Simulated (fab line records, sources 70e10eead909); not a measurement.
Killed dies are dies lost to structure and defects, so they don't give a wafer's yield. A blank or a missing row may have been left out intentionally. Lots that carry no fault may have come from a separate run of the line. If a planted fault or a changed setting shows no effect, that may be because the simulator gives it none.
fab line records    flow nand_harc    part 1 of 2: steps 1 to 21 of 33
record: lots: 5  wafers: 15  last_day: 32
route steps=1302 shown A_CHANNEL_FILL_D1@490 A_DECK1_JOINT@518
lots with no fault: from the same line, run without faults
start_h: hours from the record's opening day to when the first of the lot's shown wafers began    wait_h: hours elapsed since this lot's preceding step    " same as the row above    L1.1+2: a row that stands for several wafers    - either no value or no given start    * or withheld: withheld    < > ~ a bound
route shown NAME@n: NAME is a module with steps in the file, n the number in the route of the first one    usual: the fault-free wafers' mean and standard deviation    same: alike in all rows    chamber/n: place in a boat    sites: per-site readings    _std_site: their standard deviation    _edge_site: the outer-site mean with the inner-site mean subtracted    radius_mm: for every site, how far away it sits from the centre of the wafer    mask NAME#n: copy n    behind: the tool/chamber that last shaped the wafer    hold: cause of the lot's hold/its duration in hours/its outcome    device: the n, p or np transistor that did not switch    end of line: the tests these same wafers got at the end of their route    a step with no rows: only its recipe    killed: count of dies lost to structure and defects at first sort (not the wafer's yield)    map: shows each die of a wafer: x if killed, . if not, _ if none is there
set.NAME: the run value of the setting; set.NAME@STEP: its run value at that earlier step    model.NAME: the simulator's own value behind a step, which no gauge read
certain route steps with their lots: each step a table, each wafer a row
services: when a tool's chamber went out of use (start_h, in hours from the record's first day, below 0 if earlier), for how many hours, and the reason
== steps ==
step: NHARC_A_CHANNEL_FILL_D1_PRECLEAN_00
recipe: time_s: *  temp_c: 50  bath_age_min: 0  chemistry: SC1
usual: bath_heat_duty_pct: 7.4/0.65
lot.wafer  tool          chamber  start_h  wait_h  bath_heat_duty_pct
L084.4     wet_bench-07  1        297.36   0.1     7.8
L084.2     "             2        "        "       7.4
L084.6     "             4        "        "       6.6
L086.4     wet_bench-09  4        301.57   0.0     8.3
L086.3     "             7        "        "       6.2
L086.2     "             1        "        "       7.2
L087.6     wet_bench-07  3        319.38   0.1     8.7
L087.2     "             4        "        "       7.7
L087.4     "             6        "        "       7.4
L093.5     wet_bench-07  6        379.74   0.1     6.7
L093.1     "             7        "        "       7.5
L093.4     "             2        "        "       7.8
L096.4     wet_bench-06  5        412.94   0.0     6.9
L096.2     "             0        "        "       8.1
L096.5     "             2        "        "       6.7
step: NHARC_A_CHANNEL_FILL_D1_SRD_01
lot.wafer   tool          chamber  start_h  wait_h
L084.4+2+6  wet_bench-07  1,2,4    -        -
L086.4+3+2  wet_bench-09  4,7,1    -        -
L087.6+2+4  wet_bench-07  3,4,6    -        -
L093.5+1+4  wet_bench-07  6,7,2    -        -
L096.4+2+5  wet_bench-06  5,0,2    -        -
step: NHARC_A_CHANNEL_FILL_D1_ALD_02
recipe: target_thk_a: 60  pulse_time_s: 10  ald_cycles: 60  temp_c: 300  material: SiO2
usual: heater_power_outer_w: 265/25  heater_power_w: 467/31  precursor_pulse_height_rel: 1.000/0.019  susceptor_temp_C: 300.00/0.21
lot.wafer  tool       chamber  start_h  wait_h  heater_power_outer_w  heater_power_w  precursor_pulse_height_rel  susceptor_temp_C
L084.2     ald_hk-03  2        297.66   -       244                   470             0.999                       300.07
L084.4     "          3        "        "       252                   452             0.963                       299.96
L084.6     "          1        "        "       219                   429             1.016                       299.95
L086.3     ald_hk-04  0        301.72   -       248                   423             0.999                       300.03
L086.2     "          1        "        "       246                   454             1.007                       299.76
L086.4     "          3        "        "       312                   516             0.982                       299.80
L087.4     ald_hk-03  3        319.51   -       249                   458             1.010                       299.79
L087.2     "          1        "        "       221                   443             0.988                       300.27
L087.6     "          0        "        "       280                   499             1.006                       300.17
L093.4     ald_hk-04  2        380.03   -       285                   483             0.953                       299.94
L093.1     "          3        "        "       311                   531             1.010                       300.38
L093.5     "          1        "        "       244                   445             0.985                       300.05
L096.2     ald_hk-04  2        413.23   -       282                   492             1.015                       300.56
L096.4     "          3        "        "       306                   510             1.044                       299.80
L096.5     "          0        "        "       250                   424             0.958                       299.95
step: NHARC_A_CHANNEL_FILL_D1_ALD_03
recipe: target_thk_a: 60  pulse_time_s: 60  ald_cycles: 58  temp_c: 630  pressure_torr: 2  material: SiNx
usual: precursor_pulse_height_rel: 1.000/0.02  susceptor_temp_C: 630.0/0.33
lot.wafer  tool              chamber  start_h  wait_h  precursor_pulse_height_rel  susceptor_temp_C
L084.2     ald_sin_batch-01  0        -        -       0.997                       630.1
L084.4     "                 0        "        "       1.019                       630.0
L084.6     "                 0        "        "       1.003                       629.9
L086.2     ald_sin_batch-03  0        -        -       0.972                       -
L086.3     "                 0        "        "       1.013                       -
L086.4     "                 0        "        "       1.004                       -
L087.2     ald_sin_batch-01  0        -        -       1.029                       629.6
L087.4     "                 0        "        "       0.997                       629.8
L087.6     "                 0        "        "       1.016                       629.5
L093.1     ald_sin_batch-01  0        -        -       0.992                       629.9
L093.4     "                 0        "        "       0.998                       629.7
L093.5     "                 0        "        "       1.034                       630.0
L096.2     ald_sin_batch-02  0        -        -       0.991                       629.7
L096.4     "                 0        "        "       1.001                       630.2
L096.5     "                 0        "        "       1.002                       629.9
step: NHARC_A_CHANNEL_FILL_D1_ALD_14
recipe: target_thk_a: 25  pulse_time_s: 10  ald_cycles: 25  temp_c: 300  material: SiO2
usual: heater_power_outer_w: 264/23  heater_power_w: 469/27  precursor_pulse_height_rel: 1.001/0.019  susceptor_temp_C: 300.00/0.19
lot.wafer  tool       chamber  start_h  wait_h  heater_power_outer_w  heater_power_w  precursor_pulse_height_rel  susceptor_temp_C
L084.2     ald_hk-04  3        304.54   0.0     306                   528             0.982                       299.83
L084.4     "          0        "        "       250                   427             1.030                       300.05
L084.6     "          0        "        "       242                   428             1.007                       299.76
L086.3     ald_hk-03  0        308.32   1.0     280                   496             0.978                       299.90
L086.2     "          1        "        "       224                   426             1.011                       299.74
L086.4     "          3        "        "       251                   450             1.018                       299.75
L087.2     ald_hk-03  0        326.57   0.0     285                   498             1.027                       300.12
L087.4     "          1        "        "       219                   423             0.954                       300.17
L087.6     "          1        "        "       227                   432             0.996                       299.94
L093.1     ald_hk-04  3        386.89   0.0     304                   534             0.987                       299.95
L093.4     "          0        "        "       249                   421             0.993                       300.03
L093.5     "          0        "        "       240                   430             0.953                       300.14
L096.2     ald_hk-02  3        420.13   0.1     288                   476             1.004                       299.96
L096.4     "          1        "        "       296                   475             0.998                       300.12
L096.5     "          3        "        "       279                   491             1.003                       300.03
step: NHARC_A_CHANNEL_FILL_D1_ALD_15
recipe: target_thk_a: 20  pulse_time_s: 60  ald_cycles: 19  temp_c: 630  pressure_torr: 2  material: SiNx
usual: precursor_pulse_height_rel: 1.002/0.021  susceptor_temp_C: 630.0/0.31
lot.wafer  tool              chamber  start_h  wait_h  precursor_pulse_height_rel  susceptor_temp_C
L084.2     ald_sin_batch-01  0        -        -       1.016                       630.3
L084.4     "                 0        "        "       0.997                       630.1
L084.6     "                 0        "        "       1.004                       630.6
L086.2     ald_sin_batch-02  0        -        -       0.999                       630.0
L086.3     "                 0        "        "       1.002                       630.1
L086.4     "                 0        "        "       0.975                       629.8
L087.2     ald_sin_batch-02  0        -        -       0.993                       -
L087.4     "                 0        "        "       1.008                       -
L087.6     "                 0        "        "       0.968                       -
L093.1     ald_sin_batch-02  0        -        -       0.975                       -
L093.4     "                 0        "        "       0.963                       -
L093.5     "                 0        "        "       0.985                       -
L096.2     ald_sin_batch-02  0        -        -       0.969                       629.6
L096.4     "                 0        "        "       0.970                       630.1
L096.5     "                 0        "        "       0.996                       630.1
step: NHARC_A_CHANNEL_FILL_D1_ALD_16
recipe: target_thk_a: 15  pulse_time_s: 10  ald_cycles: 15  temp_c: 300  material: SiO2
usual: heater_power_outer_w: 263/25  heater_power_w: 468/29  precursor_pulse_height_rel: 1.001/0.021  susceptor_temp_C: 300.03/0.19
lot.wafer  tool       chamber  start_h  wait_h  heater_power_outer_w  heater_power_w  precursor_pulse_height_rel  susceptor_temp_C
L084.2     ald_hk-03  2        309.77   0.1     241                   456             1.011                       300.09
L084.4     "          3        "        "       258                   449             1.042                       300.14
L084.6     "          2        "        "       247                   452             1.013                       299.83
L086.4     ald_hk-03  0        313.52   0.0     283                   512             0.993                       300.03
L086.2     "          1        "        "       224                   428             0.969                       299.95
L086.3     "          3        "        "       248                   462             1.018                       300.06
L087.2     ald_hk-03  2        331.87   0.2     242                   464             1.033                       299.92
L087.4     "          1        "        "       222                   428             0.983                       300.29
L087.6     "          3        "        "       253                   460             1.005                       300.01
L093.4     ald_hk-02  0        393.71   1.7     278                   504             0.992                       -
L093.1     "          3        "        "       291                   487             1.010                       -
L093.5     "          1        "        "       292                   471             0.967                       -
L096.2     ald_hk-03  1        425.27   0.0     211                   417             0.978                       300.24
L096.4     "          0        "        "       273                   495             1.011                       299.85
L096.5     "          1        "        "       215                   411             0.964                       299.97
step: NHARC_A_CHANNEL_FILL_D1_ANNEAL_17
recipe: temp_c: 850  time_s: 1800
usual: zone_power_top_pct: 32.2/2.3
lot.wafer  tool        chamber  start_h  wait_h  zone_power_top_pct
L084.2     furnace-06  0        312.99   -       34.6
L084.4     "           0        "        "       34.3
L084.6     "           0        "        "       34.2
L086.2     furnace-08  0        317.24   -       30.0
L086.3     "           0        "        "       31.3
L086.4     "           0        "        "       31.2
L087.2     furnace-06  0        335.92   -       34.5
L087.4     "           0        "        "       34.7
L087.6     "           0        "        "       34.5
L093.1     furnace-06  0        396.95   -       34.4
L093.4     "           0        "        "       34.0
L093.5     "           0        "        "       34.1
L096.2     furnace-06  0        428.51   -       34.4
L096.4     "           0        "        "       34.3
L096.5     "           0        "        "       33.9
step: NHARC_A_CHANNEL_FILL_D1_CVD_18
recipe: target_thk_a: 30  temp_c: 550  material: poly-Si
usual: zone_power_top_pct: 16.4/0.92
lot.wafer  tool           chamber  start_h  wait_h  zone_power_top_pct
L084.2     lpcvd_poly-04  0        319.62   -       16.1
L084.4     "              0        "        "       16.1
L084.6     "              0        "        "       15.8
L086.2     lpcvd_poly-01  0        323.64   -       16.1
L086.3     "              0        "        "       16.1
L086.4     "              0        "        "       15.8
L087.2     lpcvd_poly-01  0        342.32   -       16.1
L087.4     "              0        "        "       16.2
L087.6     "              0        "        "       16.0
L093.1     lpcvd_poly-04  0        403.50   -       15.8
L093.4     "              0        "        "       16.1
L093.5     "              0        "        "       15.9
L096.2     lpcvd_poly-01  0        434.85   -       16.3
L096.4     "              0        "        "       16.2
L096.5     "              0        "        "       16.0
step: NHARC_A_CHANNEL_FILL_D1_ETCHBACK_19
recipe: target_depth_a: 50  time_s: 1.7  hbr_flow_sccm: 150  cl2_flow_sccm: 50  rf_w: 400  icp_w: 400  bias_w: 100  chemistry: HBr/Cl2
usual: drypump_motor_current_A: 6.0/0.47  oes_product_au: 0.997/0.0096  rf_fwd_power_W: 390.7/1.6  throttle_valve_pct: 26.405/0.009
lot.wafer  tool       chamber  start_h  wait_h  drypump_motor_current_A  oes_product_au  rf_fwd_power_W  rf_hours_counter_h  throttle_valve_pct
L084.2     rie_si-04  3        321.68   0.4     5.3                      0.993           391.1           1.2                 26.400
L084.4     "          0        "        "       6.3                      1.007           391.4           1.0                 26.402
L084.6     "          2        "        "       6.5                      0.994           392.4           -                   26.420
L086.2     rie_si-06  1        325.72   0.4     5.5                      1.007           390.0           0.4                 26.395
L086.3     "          2        "        "       6.5                      1.026           391.3           0.3                 26.416
L086.4     "          0        "        "       6.3                      0.992           392.8           0.3                 26.412
L087.4     rie_si-02  1        344.42   0.4     5.8                      0.994           388.9           0.4                 26.412
L087.2     "          2        "        "       5.4                      0.996           391.4           0.5                 26.413
L087.6     "          0        "        "       5.4                      0.987           391.6           -                   26.399
L093.4     rie_si-02  3        405.57   0.4     5.5                      0.994           390.8           0.7                 26.420
L093.1     "          2        "        "       5.3                      1.004           389.8           0.8                 26.407
L093.5     "          3        "        "       5.6                      0.995           389.8           -                   26.404
L096.4     rie_si-06  2        436.88   0.4     6.6                      1.002           389.9           0                   26.412
L096.2     "          3        "        "       6.5                      0.996           390.4           0                   26.401
L096.5     "          2        "        "       6.5                      1.002           391.5           -                   26.412
step: NHARC_A_CHANNEL_FILL_D1_ETCHBACK_20
recipe: target_depth_a: 270  time_s: 13.5  c4f8_flow_sccm: withheld  o2_flow_sccm: 8  ar_flow_sccm: withheld  rf_w: 600  bias_w: 1500  chemistry: C4F8/O2/Ar
usual: oes_product_au: 0.95/0.037  rf_fwd_power_W: 587.8/2.9  rf_vpp_V: 980/5.2
lot.wafer  tool         chamber  start_h  wait_h  oes_product_au  rf_fwd_power_W  rf_hours_counter_h  rf_vpp_V
L084.4     rie_diel-07  1        321.79   -       1.00            583.3           1.1                 985
L084.2     "            0        "        "       1.00            587.6           1.1                 976
L084.6     "            2        "        "       0.98            579.3           -                   987
L086.3     rie_diel-07  3        325.84   -       0.98            591.3           1.5                 978
L086.2     "            1        "        "       1.01            585.4           1.1                 984
L086.4     "            2        "        "       0.98            586.8           1.5                 986
L087.2     rie_diel-06  0        344.53   -       0.95            585.5           1.4                 979
L087.4     "            2        "        "       0.95            587.8           1.2                 976
L087.6     "            0        "        "       0.95            585.8           -                   979
L093.4     rie_diel-05  3        405.72   -       0.92            588.0           10.5                986
L093.1     "            0        "        "       0.92            589.5           11.0                971
L093.5     "            2        "        "       0.93            590.2           -                   971
L096.4     rie_diel-06  1        437.02   -       0.92            588.6           4.8                 985
L096.2     "            2        "        "       0.91            585.0           5.2                 976
L096.5     "            0        "        "       0.92            591.8           -                   978
step: NHARC_A_CHANNEL_FILL_D1_STRIP_28
recipe: time_s: 20  o2_flow_sccm: 500  ar_flow_sccm: 0  bias_w: 0  chemistry: O2
usual: drypump_motor_current_A: 5.7/0.54  oes_product_au: 0.993/0.0099  rf_vpp_V: 57.9/0.84  showerhead_plenum_p_Torr: 3.58/0.13  throttle_valve_pct: 17.037/0.0091
lot.wafer  tool         chamber  start_h  wait_h  drypump_motor_current_A  oes_product_au  rf_hours_counter_h  rf_vpp_V  showerhead_plenum_p_Torr  throttle_valve_pct
L084.2     rie_diel-07  2        321.88   0.1     5.9                      0.986           1.5                 57.1      3.73                      17.040
L084.4     "            3        "        "       6.3                      0.999           1.5                 59.6      3.57                      17.046
L084.6     "            3        "        "       6.3                      1.002           -                   56.4      3.57                      17.034
L086.3     rie_diel-07  0        325.94   0.1     5.5                      0.992           1.1                 56.7      3.48                      17.042
L086.4     "            1        "        "       4.8                      0.999           1.1                 58.7      3.71                      17.044
L086.2     "            2        "        "       5.9                      0.986           1.5                 57.6      3.73                      17.029
L087.2     rie_diel-06  2        344.63   0.1     6.7                      0.988           1.2                 57.1      3.44                      17.044
L087.4     "            3        "        "       5.8                      0.979           1.5                 58.1      3.66                      17.038
L087.6     "            2        "        "       6.7                      0.986           -                   57.7      3.44                      17.045
L093.1     rie_diel-05  3        405.79   0.1     6.1                      0.997           10.5                58.0      3.69                      17.029
L093.4     "            0        "        "       5.0                      0.989           11.0                57.6      3.33                      17.033
L093.5     "            3        "        "       6.1                      0.991           -                   56.5      3.69                      17.035
L096.2     rie_diel-06  2        437.11   0.1     6.7                      0.988           5.2                 56.3      3.43                      17.046
L096.4     "            3        "        "       5.8                      0.977           6.5                 58.1      3.66                      17.044
L096.5     "            1        "        "       5.4                      0.987           -                   57.2      3.71                      17.039
step: NHARC_A_CHANNEL_FILL_D1_PRECLEAN_21
recipe: time_s: 30  chemistry: dHF
lot.wafer   tool          chamber  start_h  wait_h
L084.6+2+4  wet_bench-07  0,2,4    321.97   -
L086.2+3+4  wet_bench-06  6,0,1    326.03   -
L087.6+2+4  wet_bench-09  7,0,3    344.72   -
L093.1+4+5  wet_bench-09  1,2,5    405.89   -
L096.4+2+5  wet_bench-06  4,5,6    437.21   -
step: NHARC_A_CHANNEL_FILL_D1_SRD_23
lot.wafer   tool          chamber  start_h  wait_h
L084.6+2+4  wet_bench-07  0,2,4    322.00   0.0
L086.2+3+4  wet_bench-06  6,0,1    326.06   0.0
L087.6+2+4  wet_bench-09  7,0,3    -        -
L093.1+4+5  wet_bench-09  1,2,5    405.91   0.0
L096.4+2+5  wet_bench-06  4,5,6    437.23   0.0
step: NHARC_A_CHANNEL_FILL_D1_CVD_05
recipe: target_thk_a: 50  temp_c: 550  material: poly-Si
usual: zone_power_top_pct: 16.3/0.85
lot.wafer  tool           chamber  start_h  wait_h  zone_power_top_pct
L084.2     lpcvd_poly-04  0        324.45   2.4     15.9
L084.4     "              0        "        "       16.0
L084.6     "              0        "        "       15.8
L086.2     lpcvd_poly-02  0        328.40   2.3     18.5
L086.3     "              0        "        "       18.6
L086.4     "              0        "        "       18.8
L087.2     lpcvd_poly-01  0        347.98   3.2     16.0
L087.4     "              0        "        "       16.0
L087.6     "              0        "        "       16.2
L093.1     lpcvd_poly-04  0        408.36   2.4     15.9
L093.4     "              0        "        "       15.9
L093.5     "              0        "        "       15.9
L096.2     lpcvd_poly-01  0        439.50   2.3     16.1
L096.4     "              0        "        "       16.5
L096.5     "              0        "        "       15.9
step: NHARC_A_CHANNEL_FILL_D1_ANNEAL_22
recipe: temp_c: 620  time_s: 7200
usual: zone_power_top_pct: 20.8/1.4
lot.wafer  tool        chamber  start_h  wait_h  zone_power_top_pct
L084.2     furnace-08  0        329.72   3.4     19.3
L084.4     "           0        "        "       19.0
L084.6     "           0        "        "       18.8
L086.2     furnace-08  0        333.64   3.4     18.9
L086.3     "           0        "        "       18.9
L086.4     "           0        "        "       19.3
L087.2     furnace-06  0        354.40   4.6     21.3
L087.4     "           0        "        "       22.1
L087.6     "           0        "        "       21.1
L093.1     furnace-06  0        414.53   4.3     21.7
L093.4     "           0        "        "       21.8
L093.5     "           0        "        "       22.0
L096.2     furnace-06  0        444.72   3.3     21.3
L096.4     "           0        "        "       21.6
L096.5     "           0        "        "       21.7
step: NHARC_A_CHANNEL_FILL_D1_ALD_25
recipe: target_thk_a: 600  pulse_time_s: 10  ald_cycles: 600  temp_c: 300  material: SiOx
usual: heater_power_outer_w: 267/25  heater_power_w: 470/29  precursor_pulse_height_rel: 1.001/0.018  susceptor_temp_C: 300.01/0.18
lot.wafer  tool       chamber  start_h  wait_h  heater_power_outer_w  heater_power_w  precursor_pulse_height_rel  susceptor_temp_C
L084.2     ald_hk-03  2        334.38   0.7     245                   458             0.984                       299.83
L084.4     "          3        "        "       249                   455             1.033                       299.69
L084.6     "          2        336.86   3.1     242                   459             0.992                       299.79
L086.3     ald_hk-04  0        337.71   0.1     245                   424             1.023                       300.06
L086.4     "          1        "        "       245                   436             0.994                       299.99
L086.2     "          2        "        "       281                   476             1.001                       299.65
L087.2     ald_hk-03  2        358.48   0.1     244                   466             0.995                       300.05
L087.4     "          1        360.32   1.9     219                   417             1.005                       300.19
L087.6     "          2        "        "       248                   462             0.979                       299.58
L093.4     ald_hk-04  3        419.18   0.7     310                   517             1.019                       300.02
L093.1     "          0        "        "       246                   412             0.996                       299.91
L093.5     "          2        421.03   2.5     290                   485             0.979                       299.76
L096.4     ald_hk-04  3        450.06   1.3     303                   515             0.984                       300.05
L096.2     "          0        "        "       259                   435             0.992                       300.00
L096.5     "          1        "        "       235                   446             0.963                       300.21
step: NHARC_A_CHANNEL_FILL_D1_ETCHBACK_08
recipe: target_depth_a: 2200  time_s: 110  c4f8_flow_sccm: 20  ar_flow_sccm: withheld  rf_w: 600  bias_w: 300  chemistry: C4F8
usual: oes_product_au: 0.94/0.032  rf_fwd_power_W: 596.8/1.8  rf_vpp_V: 441.6/2.4
lot.wafer  tool         chamber  start_h  wait_h  oes_product_au  rf_fwd_power_W  rf_hours_counter_h  rf_vpp_V
L084.4     rie_diel-06  2        -        -       0.99            598.1           1.1                 437.7
L084.2     "            0        "        "       0.99            598.8           1.3                 441.3
L084.6     "            2        "        "       0.99            598.6           -                   440.4
L086.4     rie_diel-07  1        -        -       0.91            595.7           1.7                 443.1
L086.3     "            2        "        "       0.91            593.2           2.1                 444.5
L086.2     "            3        "        "       0.91            598.5           2.2                 441.9
L087.2     rie_diel-05  2        -        -       0.93            598.0           5.8                 438.8
L087.4     "            1        "        "       0.94            596.0           7.6                 437.5
L087.6     "            2        "        "       0.92            596.9           -                   438.3
L093.4     rie_diel-06  2        -        -       0.92            595.7           4.3                 440.0
L093.1     "            3        "        "       0.90            596.0           5.2                 441.7
L093.5     "            1        "        "       0.92            591.3           -                   445.2
L096.2     rie_diel-06  3        -        -       0.90            594.2           6.8                 444.1
L096.4     "            0        "        "       0.91            596.1           -                   442.2
L096.5     "            3        "        "       0.91            595.6           -                   443.2
step: NHARC_A_CHANNEL_FILL_D1_STRIP_29
recipe: time_s: 20  o2_flow_sccm: 500  ar_flow_sccm: 0  bias_w: 0  chemistry: O2
usual: drypump_motor_current_A: 5.7/0.54  oes_product_au: 0.994/0.011  rf_vpp_V: 57.8/0.86  showerhead_plenum_p_Torr: 3.57/0.13  throttle_valve_pct: 17.036/0.0097
lot.wafer  tool         chamber  start_h  wait_h  drypump_motor_current_A  oes_product_au  rf_hours_counter_h  rf_vpp_V  showerhead_plenum_p_Torr  throttle_valve_pct
L084.4     rie_diel-06  1        -        -       5.5                      0.985           1.1                 57.6      3.71                      17.039
L084.2     "            2        "        "       6.7                      0.991           1.2                 58.0      3.44                      17.048
L084.6     "            3        "        "       5.8                      0.974           -                   58.5      3.66                      17.030
L086.2     rie_diel-07  1        -        -       4.7                      0.999           1.7                 58.8      3.71                      17.033
L086.4     "            2        "        "       5.9                      0.992           2.1                 58.1      3.73                      17.040
L086.3     "            0        "        "       5.6                      0.997           1.8                 57.0      3.48                      17.053
L087.4     rie_diel-05  1        -        -       6.0                      0.999           7.6                 57.1      3.39                      17.040
L087.2     "            3        "        "       6.1                      0.998           7.0                 57.0      3.70                      17.061
L087.6     "            1        "        "       6.0                      1.008           -                   58.3      3.39                      17.048
L093.4     rie_diel-06  0        -        -       5.7                      0.977           4.9                 56.5      3.53                      17.016
L093.1     "            1        "        "       5.4                      0.982           4.0                 58.6      3.71                      17.044
L093.5     "            1        "        "       5.5                      0.982           -                   57.7      3.71                      17.057
L096.2     rie_diel-06  2        454.64   0.1     6.7                      0.991           5.6                 58.1      3.43                      17.060
L096.5     "            3        "        "       5.8                      0.974           -                   57.9      3.66                      17.049
L096.4     "            2        "        "       6.7                      0.989           -                   57.3      3.43                      17.026
step: NHARC_A_CHANNEL_FILL_D1_PRECLEAN_30
recipe: time_s: 30  chemistry: dHF
lot.wafer   tool          chamber  start_h  wait_h
L084.6+4+2  wet_bench-06  0,1,3    339.58   -
L086.2+3+4  wet_bench-09  1,2,4    343.48   -
L087.6+2+4  wet_bench-07  2,3,4    364.27   -
L093.1+4+5  wet_bench-09  0,1,3    424.36   -
L096.4+5+2  wet_bench-06  5,7,0    454.75   -
step: NHARC_A_CHANNEL_FILL_D1_SRD_31
lot.wafer   tool          chamber  start_h  wait_h
L084.6+4+2  wet_bench-06  0,1,3    339.60   0.0
L086.2+3+4  wet_bench-09  1,2,4    343.50   0.0
L087.6+2+4  wet_bench-07  2,3,4    364.29   0.0
L093.1+4+5  wet_bench-09  0,1,3    424.38   0.0
L096.4+5+2  wet_bench-06  5,7,0    454.77   0.0
